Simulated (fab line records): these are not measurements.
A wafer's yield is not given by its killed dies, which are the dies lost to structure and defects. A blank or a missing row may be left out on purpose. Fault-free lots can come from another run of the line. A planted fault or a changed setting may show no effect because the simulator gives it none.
What tool caused it? || flow n5 finfet || Sampling: 11 lots, 33 wafers, 4 of 1938 route steps

## WHAT THE GAUGES READ, wafer by wafer
N5_BEOL_M7_CD_MEAS_11 targets a cd of 38.5 nm. Usual: cd nm 38.1 nm, standard deviation 0.64.
{"lot": "L815", "measured": "day 9 04:43", "on": "cd sem-02", "cd nm (nm)": "37.9 37.0 37.9", "flag": ""}
{"lot": "L817", "measured": "day 10 12:29", "on": "cd sem-01", "cd nm (nm)": "38.1 38.6 37.9", "flag": ""}
{"lot": "L819", "measured": "day 10 16:55", "on": "cd sem-03", "cd nm (nm)": "38.2 37.5 38.3", "flag": ""}
{"lot": "L822", "measured": "day 10 19:13", "on": "cd sem-01", "cd nm (nm)": "38.8 39.0 37.5", "flag": ""}
{"lot": "L820", "measured": "day 10 22:56", "on": "cd sem-01", "cd nm (nm)": "37.1 37.9 37.8", "flag": ""}
{"lot": "L823", "measured": "day 11 07:34", "on": "cd sem-02", "cd nm (nm)": "37.6 36.9 38.2", "flag": ""}
{"lot": "L824", "measured": "day 11 09:44", "on": "cd sem-02", "cd nm (nm)": "37.1 37.5 37.9", "flag": ""}
{"lot": "L829", "measured": "day 13 02:34", "on": "cd sem-01", "cd nm (nm)": "38.6 38.9 38.6", "flag": ""}
{"lot": "L830", "measured": "day 13 09:14", "on": "cd sem-02", "cd nm (nm)": "38.7 38.2 37.9", "flag": ""}
{"lot": "L834", "measured": "day 13 19:44", "on": "cd sem-01", "cd nm (nm)": "37.2 37.4 38.9", "flag": ""}
{"lot": "L835", "measured": "day 14 01:59", "on": "cd sem-02", "cd nm (nm)": "38.6 37.8 38.5", "flag": ""}

N5_BEOL_M7_INSPECT_13: inspects for defects (brightfield). Usual: raw defect count 434, standard deviation 81.
{"lot": "L815", "measured": "day 9 04:46", "on": "defect inspect-01", "raw defect count": "402 581 478", "flag": ""}
{"lot": "L817", "measured": "day 10 12:32", "on": "defect inspect-01", "raw defect count": "570 453 487", "flag": ""}
{"lot": "L819", "measured": "day 10 16:58", "on": "defect inspect-01", "raw defect count": "323 374 348", "flag": ""}
{"lot": "L822", "measured": "day 10 19:16", "on": "defect inspect-01", "raw defect count": "438 527 405", "flag": ""}
{"lot": "L820", "measured": "day 10 22:59", "on": "defect inspect-01", "raw defect count": "461 377 524", "flag": ""}
{"lot": "L823", "measured": "day 11 07:37", "on": "defect inspect-01", "raw defect count": "447 408 404", "flag": ""}
{"lot": "L824", "measured": "day 11 09:47", "on": "defect inspect-01", "raw defect count": "309 389 414", "flag": ""}
{"lot": "L829", "measured": "day 13 02:37", "on": "defect inspect-02", "raw defect count": "301 508 469", "flag": ""}
{"lot": "L830", "measured": "day 13 09:17", "on": "defect inspect-02", "raw defect count": "417 492 382", "flag": ""}
{"lot": "L834", "measured": "day 13 19:47", "on": "defect inspect-02", "raw defect count": "375 495 365", "flag": ""}
{"lot": "L835", "measured": "day 14 02:02", "on": "defect inspect-02", "raw defect count": "358 475 444", "flag": ""}

N5_BEOL_M7_CD_MEAS_28 targets a cd of 40 nm. Usual: cd nm 39.94 nm, standard deviation 0.26.
{"lot": "L815", "measured": "day 9 07:25", "on": "cd sem-03", "cd nm (nm)": "39.50 39.31 39.47", "flag": ""}
{"lot": "L817", "measured": "day 10 17:55", "on": "cd sem-02", "cd nm (nm)": "39.92 40.28 39.70", "flag": ""}
{"lot": "L819", "measured": "day 10 17:57", "on": "cd sem-01", "cd nm (nm)": "39.53 39.92 40.31", "flag": ""}
{"lot": "L822", "measured": "day 10 21:44", "on": "cd sem-01", "cd nm (nm)": "40.21 40.02 39.52", "flag": ""}
{"lot": "L820", "measured": "day 11 03:34", "on": "cd sem-03", "cd nm (nm)": "40.04 39.96 40.30", "flag": ""}
{"lot": "L823", "measured": "day 11 08:32", "on": "cd sem-03", "cd nm (nm)": "39.91 40.07 39.81", "flag": ""}
{"lot": "L824", "measured": "day 11 13:35", "on": "cd sem-02", "cd nm (nm)": "40.05 39.86 39.96", "flag": ""}
{"lot": "L829", "measured": "day 13 04:04", "on": "cd sem-03", "cd nm (nm)": "39.94 39.76 39.88", "flag": ""}
{"lot": "L830", "measured": "day 13 12:49", "on": "cd sem-03", "cd nm (nm)": "40.01 39.65 40.30", "flag": ""}
{"lot": "L834", "measured": "day 13 21:10", "on": "cd sem-01", "cd nm (nm)": "38.48 38.40 38.69", "flag": "OFF"}
{"lot": "L835", "measured": "day 14 03:19", "on": "cd sem-01", "cd nm (nm)": "38.74 39.08 38.78", "flag": "OFF"}

## WHICH TOOL RAN EACH LOT (tool, then ch and the chambers of the sampled wafers, then the start)
{"lot": "L815", "N5_BEOL_M7_EXPOSE_25": "euv scanner-02 ch 0, day 9 07:17"}
{"lot": "L817", "N5_BEOL_M7_EXPOSE_25": "euv scanner-02 ch 0, day 10 17:47"}
{"lot": "L819", "N5_BEOL_M7_EXPOSE_25": "euv scanner-02 ch 0, day 10 17:50"}
{"lot": "L822", "N5_BEOL_M7_EXPOSE_25": "euv scanner-02 ch 0, day 10 21:37"}
{"lot": "L820", "N5_BEOL_M7_EXPOSE_25": "euv scanner-01 ch 0, day 11 03:26"}
{"lot": "L823", "N5_BEOL_M7_EXPOSE_25": "euv scanner-02 ch 0, day 11 08:25"}
{"lot": "L824", "N5_BEOL_M7_EXPOSE_25": "euv scanner-01 ch 0, day 11 13:27"}
{"lot": "L829", "N5_BEOL_M7_EXPOSE_25": "euv scanner-01 ch 0, day 13 03:56"}
{"lot": "L830", "N5_BEOL_M7_EXPOSE_25": "euv scanner-02 ch 0, day 13 12:41"}
{"lot": "L834", "N5_BEOL_M7_EXPOSE_25": "euv scanner-01 ch 0, day 13 21:02"}
{"lot": "L835", "N5_BEOL_M7_EXPOSE_25": "euv scanner-01 ch 0, day 14 03:11"}
- N5_BEOL_M7_EXPOSE_25: exposes mask V6, target cd 40 nm.

## WHAT THE TOOLS THEMSELVES READ (means of the sampled wafers that have a number; where no wafer has one, the mark that the record gives instead)
N5_BEOL_M7_EXPOSE_25. Usual: exposure dose mJ cm2 42.59, standard deviation 0.15; focus offset nm 0.0 nm, standard deviation 0.47.
{"lot": "L815", "tool": "euv scanner-02", "exposure dose mJ cm2": 42.67, "focus offset nm (nm)": 0.0, "flag": ""}
{"lot": "L817", "tool": "euv scanner-02", "exposure dose mJ cm2": 42.67, "focus offset nm (nm)": 0.2, "flag": ""}
{"lot": "L819", "tool": "euv scanner-02", "exposure dose mJ cm2": 42.74, "focus offset nm (nm)": -0.1, "flag": ""}
{"lot": "L822", "tool": "euv scanner-02", "exposure dose mJ cm2": 42.71, "focus offset nm (nm)": 0.3, "flag": ""}
{"lot": "L820", "tool": "euv scanner-01", "exposure dose mJ cm2": 42.38, "focus offset nm (nm)": 0.1, "flag": ""}
{"lot": "L823", "tool": "euv scanner-02", "exposure dose mJ cm2": 42.70, "focus offset nm (nm)": -0.2, "flag": ""}
{"lot": "L824", "tool": "euv scanner-01", "exposure dose mJ cm2": 42.36, "focus offset nm (nm)": 0.1, "flag": ""}
{"lot": "L829", "tool": "euv scanner-01", "exposure dose mJ cm2": 42.38, "focus offset nm (nm)": -0.2, "flag": ""}
{"lot": "L830", "tool": "euv scanner-02", "exposure dose mJ cm2": 42.69, "focus offset nm (nm)": -0.1, "flag": ""}
{"lot": "L834", "tool": "euv scanner-01", "exposure dose mJ cm2": 39.56, "focus offset nm (nm)": 0.3, "flag": "OFF"}
{"lot": "L835", "tool": "euv scanner-01", "exposure dose mJ cm2": 40.14, "focus offset nm (nm)": -0.4, "flag": "OFF"}

## THE ANSWER, worked out from the rows above alone
Rule: take the mean of a lot's wafers that have a number; if it is more than 3 standard deviations from the usual mean, the lot is off. Also off: a lot with no number at a reading for which 4 or more lots have one. The other lots that the step has rows for count as sound. The gauges are gone through in route order, then the tools' own readings, and for those a lot's mean is taken as printed above. At the first step where some lot is off, the reading lying furthest off is the one used; lots without a number count as furthest.
Off: L834, L835, at N5_BEOL_M7_CD_MEAS_28 (cd nm).
If a tool, at a process step before that reading, ran all the lots that are off and no sound lot after the first of them, it fits. Not tried: the gauges at N5_BEOL_M7_CD_MEAS_28; whatever is off there is also off at N5_BEOL_M7_EXPOSE_25, on other tools, and gauge error can't account for it. One fits: euv scanner-01 at N5_BEOL_M7_EXPOSE_25. Its last sound lot is L829 (day 13 03:56), its first lot that is off L834 (day 13 21:02): a fault that began between those two fits.
The tool's own readings at N5_BEOL_M7_EXPOSE_25 bear it out: on the lots that are off they differ by more than 5 times the standard deviation of the sound lots' means. exposure dose mJ cm2 reads 39.85 there against 42.59 on the sound lots.

## WHAT THE SIMULATOR HAD INSERTED
Drift in process parameters on euv scanner-01 at N5_BEOL_M7_EXPOSE_25, starting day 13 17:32. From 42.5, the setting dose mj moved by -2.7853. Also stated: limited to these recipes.
Lots struck among those shown: L834, L835. The rule above found the same.
